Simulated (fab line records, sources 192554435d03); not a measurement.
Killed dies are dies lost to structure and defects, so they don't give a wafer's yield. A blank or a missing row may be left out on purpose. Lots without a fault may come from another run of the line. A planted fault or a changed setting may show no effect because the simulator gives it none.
Chamber matching | flow n5_finfet | N5_BEOL_M10_STRIP_36 on rie_diel-04: 4 sister chambers
The step strips in N2/H2. 4 wafers are shown with their chamber, then 9 later ones without.

WAFERS WITH THEIR CHAMBER
wafer  | chamber | showerhead_plenum_p_Torr (Torr)
L085.2 | 2       | 2.56
L085.3 | 0       | 2.49
L088.2 | 3       | 2.55
L088.5 | 1       | 2.47

WAFERS WITHOUT THEIR CHAMBER
wafer  | showerhead_plenum_p_Torr (Torr)
L090.2 | 2.47
L090.3 | 2.56
L090.4 | 2.55
L093.1 | 2.56
L093.3 | 2.48
L093.6 | 2.48
L097.1 | 2.55
L097.3 | 2.55
L097.6 | 2.55

WHICH CHAMBER EACH WENT THROUGH
wafer  | from the rows above     | in truth
L090.2 | 1                       | 1
L090.3 | 2                       | 2
L090.4 | 3                       | 3
L093.1 | 2                       | 2
L093.3 | can't be placed: 1 or 0 | 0
L093.6 | can't be placed: 1 or 0 | 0
L097.1 | 3                       | 3
L097.3 | 3                       | 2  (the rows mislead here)
L097.6 | 3                       | 3
Placed correctly: 6 of 9. Can't be placed from these rows: 2 (the true chamber is among the candidates in 2). Placed wrongly: 1.
How it was worked out, from the rows above alone: a wafer's distance from a chamber is the root of the sum, over the readings, of the square of ((its reading less the chamber's mean) divided by the reading's scatter). The wafer belongs to the nearest chamber; if the next one is less than 2 further off, it can't be placed. A chamber's mean is the mean of its shown wafers. The scatter: with one shown wafer a chamber, the root of the mean of the squares of how far each hidden wafer lies from its nearest shown one.
